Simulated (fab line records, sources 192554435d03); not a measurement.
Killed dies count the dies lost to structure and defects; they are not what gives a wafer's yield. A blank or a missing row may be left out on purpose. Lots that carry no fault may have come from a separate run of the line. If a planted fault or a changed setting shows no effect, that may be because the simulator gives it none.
Matching of chambers || flow n5 finfet || N5_HKMG_FIN_ALD_36 on ald metal-01: 4 sister chambers
The step deposits TiN, target thk 1 nm, pulse time 1 s, purge time 3 s. 24 wafers are shown with their chamber, then 12 later ones without.

## WAFERS PAIRED WITH THEIR CHAMBERS
{"wafer": "L075.3", "chamber": 3, "heater power w (W)": 878, "precursor pulse height rel": 0.970}
{"wafer": "L075.4", "chamber": 0, "heater power w (W)": 811, "precursor pulse height rel": 1.021}
{"wafer": "L075.6", "chamber": 1, "heater power w (W)": 902, "precursor pulse height rel": 1.005}
{"wafer": "L078.1", "chamber": 0, "heater power w (W)": 808, "precursor pulse height rel": 1.011}
{"wafer": "L078.2", "chamber": 3, "heater power w (W)": 916, "precursor pulse height rel": 0.981}
{"wafer": "L078.3", "chamber": 1, "heater power w (W)": 936, "precursor pulse height rel": 0.992}
{"wafer": "L078.4", "chamber": 3, "heater power w (W)": 921, "precursor pulse height rel": 1.057}
{"wafer": "L078.5", "chamber": 0, "heater power w (W)": 825, "precursor pulse height rel": 0.994}
{"wafer": "L078.6", "chamber": 1, "heater power w (W)": 900, "precursor pulse height rel": 0.996}
{"wafer": "L083.3", "chamber": 1, "heater power w (W)": 933, "precursor pulse height rel": 1.008}
{"wafer": "L083.5", "chamber": 2, "heater power w (W)": 735, "precursor pulse height rel": 1.010}
{"wafer": "L083.6", "chamber": 3, "heater power w (W)": 904, "precursor pulse height rel": 1.004}
{"wafer": "L084.2", "chamber": 0, "heater power w (W)": 849, "precursor pulse height rel": 1.023}
{"wafer": "L084.5", "chamber": 2, "heater power w (W)": 751, "precursor pulse height rel": 1.000}
{"wafer": "L084.6", "chamber": 3, "heater power w (W)": 919, "precursor pulse height rel": 0.985}
{"wafer": "L085.2", "chamber": 0, "heater power w (W)": 834, "precursor pulse height rel": 0.988}
{"wafer": "L085.3", "chamber": 3, "heater power w (W)": 920, "precursor pulse height rel": 0.993}
{"wafer": "L085.5", "chamber": 3, "heater power w (W)": 931, "precursor pulse height rel": 0.996}
{"wafer": "L087.3", "chamber": 0, "heater power w (W)": 825, "precursor pulse height rel": 1.013}
{"wafer": "L087.4", "chamber": 1, "heater power w (W)": 931, "precursor pulse height rel": 1.037}
{"wafer": "L087.5", "chamber": 2, "heater power w (W)": 761, "precursor pulse height rel": 0.998}
{"wafer": "L090.1", "chamber": 0, "heater power w (W)": 839, "precursor pulse height rel": 1.022}
{"wafer": "L090.2", "chamber": 2, "heater power w (W)": 754, "precursor pulse height rel": 1.021}
{"wafer": "L090.6", "chamber": 2, "heater power w (W)": 736, "precursor pulse height rel": 1.018}

SIGNATURES (means of the wafers above)
{"reading": "heater power w", "chamber 0": 827.29, "chamber 1": 920.40, "chamber 2": 747.40, "chamber 3": 912.71, "scatter within a chamber": 15.6}
{"reading": "precursor pulse height rel", "chamber 0": 1.01029, "chamber 1": 1.00760, "chamber 2": 1.00940, "chamber 3": 0.99800, "scatter within a chamber": 0.0196}
Rule: for each reading, subtract the chamber's mean from the wafer's reading, divide by that reading's scatter and square the result; add these up over the readings and take the root, which gives the wafer's distance from the chamber. If the next closest chamber is less than 2 further off than the closest, the wafer can't be placed; otherwise it belongs to the closest. How the scatter is found: for the shown wafers, subtract from each reading the mean of its chamber, square and add these, divide the total by (wafers less chambers), then take the root.

## WAFERS WITHOUT THEIR CHAMBER
{"wafer": "L091.1", "heater power w (W)": 900, "precursor pulse height rel": 0.982}
{"wafer": "L091.4", "heater power w (W)": 744, "precursor pulse height rel": 0.993}
{"wafer": "L091.5", "heater power w (W)": 830, "precursor pulse height rel": 1.040}
{"wafer": "L092.1", "heater power w (W)": 898, "precursor pulse height rel": 1.026}
{"wafer": "L092.2", "heater power w (W)": 820, "precursor pulse height rel": 0.968}
{"wafer": "L092.3", "heater power w (W)": 734, "precursor pulse height rel": 0.992}
{"wafer": "L092.4", "heater power w (W)": 923, "precursor pulse height rel": 1.019}
{"wafer": "L092.5", "heater power w (W)": 757, "precursor pulse height rel": 1.007}
{"wafer": "L092.6", "heater power w (W)": 894, "precursor pulse height rel": 1.000}
{"wafer": "L097.2", "heater power w (W)": 929, "precursor pulse height rel": 1.001}
{"wafer": "L097.3", "heater power w (W)": 813, "precursor pulse height rel": 1.029}
{"wafer": "L097.6", "heater power w (W)": 766, "precursor pulse height rel": 0.975}

## CHAMBER TAKEN BY EACH
{"wafer": "L091.1", "from the rows above": "can't be placed: 3 or 1", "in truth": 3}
{"wafer": "L091.4", "from the rows above": 2, "in truth": 2}
{"wafer": "L091.5", "from the rows above": 0, "in truth": 0}
{"wafer": "L092.1", "from the rows above": "can't be placed: 3 or 1", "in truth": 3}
{"wafer": "L092.2", "from the rows above": 0, "in truth": 0}
{"wafer": "L092.3", "from the rows above": 2, "in truth": 2}
{"wafer": "L092.4", "from the rows above": "can't be placed: 1 or 3", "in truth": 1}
{"wafer": "L092.5", "from the rows above": 2, "in truth": 2}
{"wafer": "L092.6", "from the rows above": "can't be placed: 3 or 1", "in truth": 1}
{"wafer": "L097.2", "from the rows above": "can't be placed: 1 or 3", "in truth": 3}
{"wafer": "L097.3", "from the rows above": 0, "in truth": 0}
{"wafer": "L097.6", "from the rows above": 2, "in truth": 2}
7 of 12 placed correctly. Unplaceable from these rows: 5, with the true chamber sitting among the candidates in 5. 0 placed wrongly.
